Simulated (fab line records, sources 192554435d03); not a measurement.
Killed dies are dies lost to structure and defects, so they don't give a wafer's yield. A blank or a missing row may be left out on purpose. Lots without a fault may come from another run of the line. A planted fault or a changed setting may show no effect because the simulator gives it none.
A struck lot beside a sound one | flow n5_finfet | 39 steps out of a route of 1938
Sound: wafers L389.1, L389.2, L389.4. Struck: wafers L381.2, L381.3, L381.6. The cause comes at the end.
At each step with rows: each side's tool, then ch and its chambers, then its first start. Under that, the readings that differ: sound wafers | struck wafers | difference of the means | sigmas: that difference in standard deviations of wafers without a fault.
alike: readings whose means differ by less than 2 such deviations, and words and numbers that are the same on both sides. not compared: withheld readings, readings that some wafer has no value for, bounds like >300 that may hide the same value, and numbers for which the record gives no deviation and whose values overlap.
The two part at a step that has a row with sigmas, a row that says differs or no value, or rows on one side only. Numbers that don't overlap but have no deviation are shown without sigmas and don't part them. A reading that every wafer of one side lacks parts them only if that side has two wafers or more.

first, 10 steps without rows for these wafers: N5_STI_FIN_REVEAL_PRECLEAN_18 (cleans in SC2, time 45 s); N5_STI_FIN_REVEAL_SRD_28 (time 30 s); N5_DUMMY_GATE_PRECLEAN_00 (cleans in O3/DIW, time 60 s); N5_DUMMY_GATE_SRD_01 (time 30 s); N5_DUMMY_GATE_ALD_02 (deposits SiO2, target thk 2 nm, pulse time 1 s); N5_DUMMY_GATE_CVD_03 (deposits a-Si from SiH4, target thk 150 nm, time 8042 s); N5_DUMMY_GATE_PRECLEAN_46 (cleans in DIW, time 89.5 s); N5_DUMMY_GATE_SRD_47 (dry time 32 s); N5_DUMMY_GATE_CMP_04 (polishes a-Si); N5_DUMMY_GATE_HM_DEP_06 (deposits SiNx from DCS/NH3, target thk 80 nm, time 5141 s).
N5_DUMMY_GATE_PECVD_30: deposits SiO2 from TEOS/O2, target thk 55 nm, time 10.8 s.
  sound on pecvd-03 ch 0,1,2, day 8 17:05; struck on pecvd-02 ch 0,1, day 6 15:00
  reading                      | sound             | struck | difference                    | sigmas
  chamber_pressure_Torr (Torr) | 6.504 6.523 6.490 | - - -  | no value on the struck wafers |
  not compared: since_wet_clean_h
then, 23 steps without rows for these wafers: N5_DUMMY_GATE_COAT_34 (time 60 s, resist thk 60 nm); N5_DUMMY_GATE_COAT_35 (time 60 s, resist thk 10 nm); N5_DUMMY_GATE_COAT_28 (time 60 s, resist thk 10 nm); N5_DUMMY_GATE_COAT_09 (resist thk 30 nm); N5_DUMMY_GATE_EBR_11; N5_DUMMY_GATE_SOFTBAKE_10 (time 60 s); N5_DUMMY_GATE_EXPOSE_12 (exposes mask GATE, target cd 25 nm); N5_DUMMY_GATE_PEB_13 (peb time 60 s); N5_DUMMY_GATE_DEVELOP_14 (develop time 30 s); N5_DUMMY_GATE_DESCUM_20 (chemistry O2, time 6.2 s); N5_DUMMY_GATE_ETCH_29 (etches underlayer in N2/H2, target depth 13 nm); N5_DUMMY_GATE_ETCH_36 (etches SiARC in CF4, target depth 13 nm); N5_DUMMY_GATE_ETCH_37 (etches SOC in N2/H2, target depth 60 nm, overetch 30 nm); N5_DUMMY_GATE_STRIP_38 (strips in N2/H2); N5_DUMMY_GATE_STRIP_39 (strips in N2/H2); N5_DUMMY_GATE_TRIM_49 (chemistry O2, time 29 s, target cd 14 nm); N5_DUMMY_GATE_STRIP_40 (strips in CF4); N5_DUMMY_GATE_ETCH_31 (etches SiO2 in C4F6/O2, target depth 82.5 nm, time 27.5 s); N5_DUMMY_GATE_STRIP_41 (strips in O2); N5_DUMMY_GATE_HM_OPEN_21 (chemistry CH3F/O2, target SiNx, target depth 120 nm, time 171.4 s); N5_DUMMY_GATE_ETCH_32 (etches SiO2 in CF4, target depth 3.5 nm, time 3.9 s); N5_DUMMY_GATE_ETCH_23 (etches poly-Si in HBr/Cl2/O2, target depth 41 nm, time 22.3 s); N5_DUMMY_GATE_ETCH_44 (etches poly-Si in HBr/O2, stops on SiO2, target depth 127.5 nm).
N5_DUMMY_GATE_CD_MEAS_24: target cd 15 nm.
  sound on cd_sem-03, day 8 18:36; struck on cd_sem-02, day 6 16:29
  reading    | sound          | struck | difference                    | sigmas
  cd_nm (nm) | 16.3 14.6 15.3 | - - -  | no value on the struck wafers |
then, 1 step without rows for these wafers: N5_DUMMY_GATE_ETCH_42 (etches SiO2 in CHF3/O2, target depth 3.5 nm, time 31 s).
N5_DUMMY_GATE_INSPECT_27: inspects for defects (brightfield).
  sound on defect_inspect-01, day 8 19:05; struck on defect_inspect-02, day 6 16:46
  reading          | sound       | struck         | difference | sigmas
  raw_defect_count | 266 241 215 | 2544 2772 2693 | +2429      | +25
N5_BEOL_M4_RC_MEAS_101:
  the record has rows for the sound wafers here (prober-02 ch 0, day 13 22:02) and none for the struck ones
-- the record jumps here: 9 days lie between the struck wafers' starts before and after (it left off in module BEOL_M4 and takes up again in module PASSIVATION, whose first step shown is number 1936 of the route) --
N5_PASSIVATION_PROBE_49:
  sound on prober-01, day 17 23:46; struck on prober-02, day 16 03:04
  reading                  | sound          | struck         | difference | sigmas
  defect_limited_yield (%) | 90.7 91.7 91.7 | 0 0 0          | -91        | -61
  killed_at_M0_to_M3       | 46 40 36       | 6 4 5          | -36        | -3
  killed_at_contacts       | 9 24 14        | 0 2 1          | -15        | -2
  killed_at_front_end      | 50 25 28       | 1167 1165 1168 | +1132      | +94
  killed_dies              | 110 98 98      | 1180 1180 1180 | +1078      | +60
  killed_on_rim            | 18 7 10        | 152 152 152    | +140       | +30
  killed_open              | 66 64 68       | 15 16 13       | -51        | -4
  killed_short             | 41 34 25       | 11 5 7         | -26        | -3
  sort_bin_5_function (%)  | 4.8 4.7 5.4    | 72.6 70.8 75.6 | +68.0      | +69
  sort_n_pass              | 1070 1082 1082 | 0 0 0          | -1078      | -60
  sort_yield_pct (%)       | 90.7 91.7 91.7 | 0 0 0          | -91        | -61
  alike: killed_at_M4_up, killed_at_other, sort_bin_6_memory

WHERE THEY PART
First at N5_DUMMY_GATE_PECVD_30; last, within this record, at N5_PASSIVATION_PROBE_49.

WHY: what the simulator had put in
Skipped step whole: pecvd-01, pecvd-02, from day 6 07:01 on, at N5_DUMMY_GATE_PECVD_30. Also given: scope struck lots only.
